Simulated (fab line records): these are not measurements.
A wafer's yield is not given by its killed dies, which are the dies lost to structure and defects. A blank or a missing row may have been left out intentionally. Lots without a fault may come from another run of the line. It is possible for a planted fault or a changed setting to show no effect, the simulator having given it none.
Comparing a struck lot with a sound one    flow nand harc    20 out of 1302 route steps
Sound: wafers L614.2, L614.4, L614.5. Wafers L627.1, L627.5, L627.6 were the ones struck. The cause comes at the end.
For every step that has rows: the tool of each side, followed by ch and its chambers, followed by its first start. Under that, the readings that differ: sound wafers    struck wafers    difference of the means    sigmas: that difference in standard deviations of wafers without a fault.
alike: a reading whose means differ by less than 2 such deviations, as well as words and numbers matching on both sides. not compared: withheld readings; readings where some wafer has no value; bounds like >300 that might hide an equal value; numbers whose values overlap and for which the record gives no deviation.
A row with sigmas, a row that says differs or no value, or rows on one side alone: a step with any of these is where the two part. When numbers do not overlap yet have no deviation, they are printed without sigmas and do not part them. A reading that every wafer of one side lacks parts them only if that side has two wafers or more.

NHARC_P_ZERO_WELL_CD_MEAS_11 targets a cd of 500 nm.
  sound on cd sem-01 ch 0, day 1 21:16; struck on cd sem-02 ch 0, day 7 07:14
  alike: cd nm
then, 1 step without rows for these wafers: NHARC_P_ZERO_WELL_HARDBAKE_12 (time 65 s).
NHARC_P_ZERO_WELL_DESCUM_13: chemistry O2, time 3 s.
  sound on rie diel-07 ch 1,2,3, day 1 21:25; struck on rie diel-12 ch 2,3, day 7 07:24
  alike: drypump motor current A, oes product au, rf vpp V, showerhead plenum p Torr, throttle valve pct
  not compared: rf hours counter h
NHARC_P_ZERO_WELL_ETCH_65: etches the open film in N2/H2, target depth 80 nm, overetch 24 nm, time 87.88 s.
  sound on rie diel-07 ch 0,1,3, day 1 21:30; struck on rie diel-12 ch 0,1, day 7 07:29
  alike: drypump motor current A, oes product au, rf vpp V, showerhead plenum p Torr, throttle valve pct
  not compared: rf hours counter h
NHARC_P_ZERO_WELL_ETCH_62: etches the open film in CHF3/Ar, target depth 13 nm, time 6.5 s.
  sound: rie diel-07 ch 0,2,3; struck: rie diel-12 ch 0,1
reading                sound              struck             difference  sigmas
oes product au (a.u.)  0.973 0.957 0.966  0.927 0.932 0.932  -0.035      -2
  alike: drypump motor current A, rf vpp V, showerhead plenum p Torr, throttle valve pct
  not compared: rf hours counter h
NHARC_P_ZERO_WELL_ETCH_63: etches the open film in HBr/Cl2, target depth 120 nm, time 40.1 s.
  sound on rie si-04 ch 0,1,2, day 1 21:42; struck on rie si-02 ch 1,2, day 7 07:39
  alike: drypump motor current A, oes product au, throttle valve pct
  not compared: rf hours counter h
then, 6 steps without rows for these wafers: NHARC_P_ZERO_WELL_STRIP_15 (strips in SPM, time 900 s); NHARC_P_ZERO_WELL_DEHYDRATE_16 (time 120 s); NHARC_P_ZERO_WELL_HMDS_17 (time 30 s); NHARC_P_ZERO_WELL_COAT_18; NHARC_P_ZERO_WELL_SOFTBAKE_19 (time 95 s); NHARC_P_ZERO_WELL_EBR_20.
NHARC_P_ZERO_WELL_EXPOSE_21: exposes mask P NWELL, target cd 720 nm.
  sound on krf scanner-04 ch 0, day 1 22:27; struck on krf scanner-04 ch 0, day 7 08:17
reading  sound                          struck                                  difference  sigmas
mask     P_NWELL#0 P_NWELL#0 P_NWELL#0  P_NWELL_R1#0 P_NWELL_R1#0 P_NWELL_R1#0  differs     
  alike: stage vel mm s
then, 2 steps without rows for these wafers: NHARC_P_ZERO_WELL_PEB_22 (peb time 85 s); NHARC_P_ZERO_WELL_DEVELOP_23 (time 70 s).
NHARC_P_ZERO_WELL_CD_MEAS_24 targets a cd of 720 nm.
  sound on cd sem-01 ch 0, day 1 22:36; struck on cd sem-02 ch 0, day 7 08:27
reading     sound              struck             difference  sigmas
cd nm (nm)  721.1 722.2 720.3  715.2 715.2 716.8  -5.5        -5
then, 1 step without rows for these wafers: NHARC_P_ZERO_WELL_HARDBAKE_25 (time 80 s).
NHARC_P_ZERO_WELL_DESCUM_26: chemistry O2, time 3 s.
  sound on rie diel-07 ch 0,1,2, day 1 22:46; struck on rie diel-07 ch 0,1,3, day 7 08:38
reading                       sound              struck             difference  sigmas
model.P_ZERO_WELL.cd nm (nm)  721.3 721.9 720.9  715.1 715.2 716.7  -5.7        
  alike: drypump motor current A, oes product au, rf vpp V, showerhead plenum p Torr, throttle valve pct
  not compared: rf hours counter h
after that, 1 step had no rows for these wafers: NHARC_P_ZERO_WELL_IMPLANT_27.
-- the record jumps here: 23 days lie between the struck wafers' starts before and after (it left off in module P_ZERO_WELL and takes up again in module END, whose first step shown is number 1302 of the route) --
NHARC_END_SORT_01:
  sound on prober-01 ch 0, day 24 13:15; struck on prober-01 ch 0, day 30 05:42
reading          sound  struck  difference  sigmas
killed at other  6 4 0  0 0 0   -3          -3
  alike: killed at array, killed at periphery, killed dies, killed open, killed short

WHERE THEY PART
Earliest at NHARC_P_ZERO_WELL_ETCH_62; latest, in this record, at NHARC_END_SORT_01.

WHY: whatever the simulator had introduced
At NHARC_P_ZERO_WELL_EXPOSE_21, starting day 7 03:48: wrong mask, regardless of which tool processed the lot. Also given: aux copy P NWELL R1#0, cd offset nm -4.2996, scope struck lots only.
